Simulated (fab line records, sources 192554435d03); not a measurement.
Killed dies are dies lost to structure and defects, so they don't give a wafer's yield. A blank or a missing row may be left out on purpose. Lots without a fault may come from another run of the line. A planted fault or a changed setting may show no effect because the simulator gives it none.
A struck lot beside a sound one | flow n5_finfet | 33 steps out of a route of 1938
Sound: wafers L259.1, L259.2, L259.5. Struck: wafers L264.3, L264.4, L264.5. The cause comes at the end.
At each step with rows: each side's tool, then ch and its chambers, then its first start. Under that, the readings that differ: sound wafers | struck wafers | difference of the means | sigmas: that difference in standard deviations of wafers without a fault.
alike: readings whose means differ by less than 2 such deviations, and words and numbers that are the same on both sides. not compared: withheld readings, readings that some wafer has no value for, bounds like >300 that may hide the same value, and numbers for which the record gives no deviation and whose values overlap.
The two part at a step that has a row with sigmas, a row that says differs or no value, or rows on one side only. Numbers that don't overlap but have no deviation are shown without sigmas and don't part them. A reading that every wafer of one side lacks parts them only if that side has two wafers or more.

first, 10 steps without rows for these wafers: N5_BEOL_M1_ETCH_41 (etches SiCN in CH3F/O2, target depth 31.9 nm, time 57.8 s); N5_BEOL_M1_STRIP_97 (strips in N2/H2, time 10 s); N5_BEOL_M1_HM_STRIP_39 (strips TiN in peroxide tin strip, target depth 25 nm, time 158 s); N5_BEOL_M1_SRD_40 (time 30 s); N5_BEOL_M1_PRECLEAN_42 (cleans in residue remover, time 60 s); N5_BEOL_M1_SRD_43 (time 30 s); N5_BEOL_M1_DEGAS_44 (time 60 s); N5_BEOL_M1_PRE_CLEAN_45 (time 30 s); N5_BEOL_M1_ALD_84 (deposits TaN, pulse time 2 s, purge time 3 s, co reactant purge time 2 s); N5_BEOL_M1_SURFACE_TREAT_85.
N5_BEOL_M1_CVD_47: deposits Co from CCTBA/H2, target thk 3 nm, time 223.8 s.
  sound on cvd_co-01 ch 0,1, day 7 00:58; struck on cvd_co-01 ch 0,2, day 8 17:55
  no value came back on the struck wafers for chamber_pressure_Torr (Torr), run_length_s (s); on the sound wafers chamber_pressure_Torr (Torr) reads 30.07 30.01 30.11
then, 19 steps without rows for these wafers: N5_BEOL_M1_SPUTTER_48 (material Cu, target thk 4.5 nm, time 8.29 s); N5_BEOL_M1_ANNEAL_49 (time 240 s); N5_BEOL_M1_SPUTTER_79 (material Cu, target thk 4.5 nm, time 8.29 s); N5_BEOL_M1_ANNEAL_80 (time 240 s); N5_BEOL_M1_SPUTTER_81 (material Cu, target thk 4.5 nm, time 8.29 s); N5_BEOL_M1_ANNEAL_82 (time 240 s); N5_BEOL_M1_SPUTTER_86 (material Cu, target thk 4.5 nm, time 8.29 s); N5_BEOL_M1_ANNEAL_87 (time 240 s); N5_BEOL_M1_SPUTTER_88 (material Cu, target thk 4.5 nm, time 8.29 s); N5_BEOL_M1_ANNEAL_89 (time 240 s); N5_BEOL_M1_SPUTTER_90 (material Cu, target thk 4.5 nm, time 8.29 s); N5_BEOL_M1_ANNEAL_91 (time 240 s); N5_BEOL_M1_SPUTTER_92 (material Cu, target thk 4.5 nm, time 8.29 s); N5_BEOL_M1_ANNEAL_93 (time 240 s); N5_BEOL_M1_SPUTTER_94 (material Cu, target thk 4.5 nm, time 8.29 s); N5_BEOL_M1_ANNEAL_95 (time 240 s); N5_BEOL_M1_SPUTTER_96 (material Cu, target thk 4.5 nm, time 8.29 s); N5_BEOL_M1_ECD_50 (material Cu, target thk 300 nm); N5_BEOL_M1_ANNEAL_51 (time 90 s).
N5_BEOL_M1_CMP_52: polishes, stops on SiOC, t overpolish 6.8 s, target thk 40 nm.
  sound on cmp-02 ch 0,2,3, day 7 03:26; struck on cmp-02 ch 1,3, day 8 20:35
  reading                      | sound          | struck         | difference | sigmas
  barrier_field_endpoint_s (s) | 24.9 24.9 24.8 | 20.6 21.4 21.4 | -3.7       | -6
  alike: motor_current_A
  not compared: model.Cu_of_BEOL_M1_ECD_50.thk_nm
N5_BEOL_M4_RC_MEAS_101:
  the record has rows for the sound wafers here (prober-02 ch 0, day 8 16:40) and none for the struck ones
-- the record jumps here: 7 days lie between the struck wafers' starts before and after (it left off in module BEOL_M4 and takes up again in module PASSIVATION, whose first step shown is number 1936 of the route) --
N5_PASSIVATION_PROBE_49:
  the record has rows for the struck wafers here (prober-02, day 15 21:58) and none for the sound ones

WHERE THEY PART
First at N5_BEOL_M1_CVD_47; last, within this record, at N5_PASSIVATION_PROBE_49.

WHY: what the simulator had put in
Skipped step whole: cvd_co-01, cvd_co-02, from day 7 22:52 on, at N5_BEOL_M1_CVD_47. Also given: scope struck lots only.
